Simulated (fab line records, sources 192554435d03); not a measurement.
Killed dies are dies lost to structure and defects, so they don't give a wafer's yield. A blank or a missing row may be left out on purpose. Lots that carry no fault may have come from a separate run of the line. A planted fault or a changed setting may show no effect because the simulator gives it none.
Problem report, 8D (eight disciplines) form, completed by code | flow n5Finfet | the parts of the form that need people (team, actions taken, sign-off) are left out

== 1. WHAT WENT WRONG ==
Wafers without a fault read 13 with a standard deviation of 5.9, while killed_at_M4_up at N5_PASSIVATION_PROBE_49 averages 98 across 2 wafers of 1 lot. Measured from the usual mean, that is +14 standard deviations.
First observed at day 18 16:28: wafer L911.2, on prober-02. The record holds 3 wafers of 1 lot with a number at this step. By rule, "out" or "out of limits" means more than 4 standard deviations away from the usual mean. All remaining wafers that have a number are taken as sound.

== 2. WHAT IT IS, WHAT IT ISN'T ==
question                    | is                                                                       | is not
which readings at this step | killed_at_M4_up, defectLimitedYield, killedDies, sortNPass, sortYieldPct | killed_at_M0_to_M3, killedAtContacts, killedAtFrontEnd, killedAtOther, killedOpen, killedShort, sort_bin_6_memory, sort_bin_8_speed
which lots                  | L911                                                                     | -
which wafers of those lots  | L911.2, L911.6                                                           | L911.4
read on which tools         | prober-02                                                                | -
when                        | from day 18 16:28                                                        | up to then (0 sound wafers); but 1 sound wafer of L911 came after

== 3. SUSPECTS, AND WHAT RULES EACH OUT ==
Counting: a tool at a process step up to the reading stays a suspect if it ran every lot that is out. Sound lots after the first of them don't rule it out here, since some wafers of a struck lot are sound.
- pvdSputter-01 at N5_BEOL_M4_SPUTTER_48 (material Cu, target thk 4.5 nm, time 8.29 s): kept. It ran the lot that is out, L911 (day 14 00:56).
- pvdSputter-01 at N5_BEOL_M15_PRE_CLEAN_42 (time 30 s): kept. It ran the lot that is out, L911 (day 18 00:05).
- rtpAnneal-01 at N5_BEOL_M15_ANNEAL_48 (time 90 s): kept. It ran the lot that is out, L911 (day 18 00:55).
- pecvd-03 at N5_PASSIVATION_PECVD_01 (deposits SiNx from SiH4/NH3/N2, target thk 200 nm, time 43.2 s): kept. It ran the lot that is out, L911 (day 18 06:34).
- prober-02 at N5_PASSIVATION_PROBE_49: kept. It ran the lot that is out, L911 (day 18 16:28). On those wafers its own readings are out: defectLimitedYield, killed_at_M4_up, killedDies, sortNPass, sortYieldPct.
- Within pecvd-03 at N5_PASSIVATION_PECVD_01: the wafers that are out ran in chambers 0, 1; their sound lot-mates ran in chamber 2.
Left after counting: pvdSputter-01 at N5_BEOL_M4_SPUTTER_48, pvdSputter-01 at N5_BEOL_M15_PRE_CLEAN_42, rtpAnneal-01 at N5_BEOL_M15_ANNEAL_48, pecvd-03 at N5_PASSIVATION_PECVD_01, prober-02 at N5_PASSIVATION_PROBE_49.

== 4. THE CAUSE (what the simulator had put in) ==
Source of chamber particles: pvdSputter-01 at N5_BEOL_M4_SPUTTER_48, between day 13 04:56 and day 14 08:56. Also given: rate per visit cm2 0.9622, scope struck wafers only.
After counting, 5 suspects remain, this tool included.

== 5. THE CHAIN OF EFFECTS, in route order ==
Each row: a reading where the mean over the struck wafers with a number is more than 3 standard deviations away from the usual. Readings are gone through only where the record gives a usual standard deviation; hours: the median, over the lots, of the time from a lot's start at the first step in this table giving one to that lot's start at this step; sigmas: the change measured in usual standard deviations.
hours | step                    | reading             | usual  | on struck wafers | change | sigmas
0     | N5_PASSIVATION_PROBE_49 | defectLimitedYield  | 90.9 % | 84.7             | -6.2   | -4.5
0     | N5_PASSIVATION_PROBE_49 | killed_at_M4_up     | 13     | 98               | +86    | +14
0     | N5_PASSIVATION_PROBE_49 | killedDies          | 107    | 182              | +74    | +4.7
0     | N5_PASSIVATION_PROBE_49 | killedOnRim         | 14     | 28               | +14    | +4.0
0     | N5_PASSIVATION_PROBE_49 | sort_bin_5_function | 5.3 %  | 9.4              | +4.1   | +4.4
0     | N5_PASSIVATION_PROBE_49 | sortNPass           | 1073   | 998              | -74    | -4.7
0     | N5_PASSIVATION_PROBE_49 | sortYieldPct        | 90.9 % | 84.7             | -6.2   | -4.5
Process steps it contains:
- N5_PASSIVATION_PROBE_49

== 6. WHAT WOULD HAVE CAUGHT IT SOONER ==
The fault began at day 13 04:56; the first out-of-limits reading in this record came at day 18 16:28, 132 hours later.
An alarm limit of 4 standard deviations would not have fired on the tool readings at N5_BEOL_M4_SPUTTER_48 for which the record gives a usual standard deviation, since none of them was out on any struck wafer.
Each of the lots that are out, 1 in all, had begun N5_BEOL_M4_SPUTTER_48 on pvdSputter-01 no later than day 18 16:28. Had the tool been put on hold then, not one of them would have been saved.
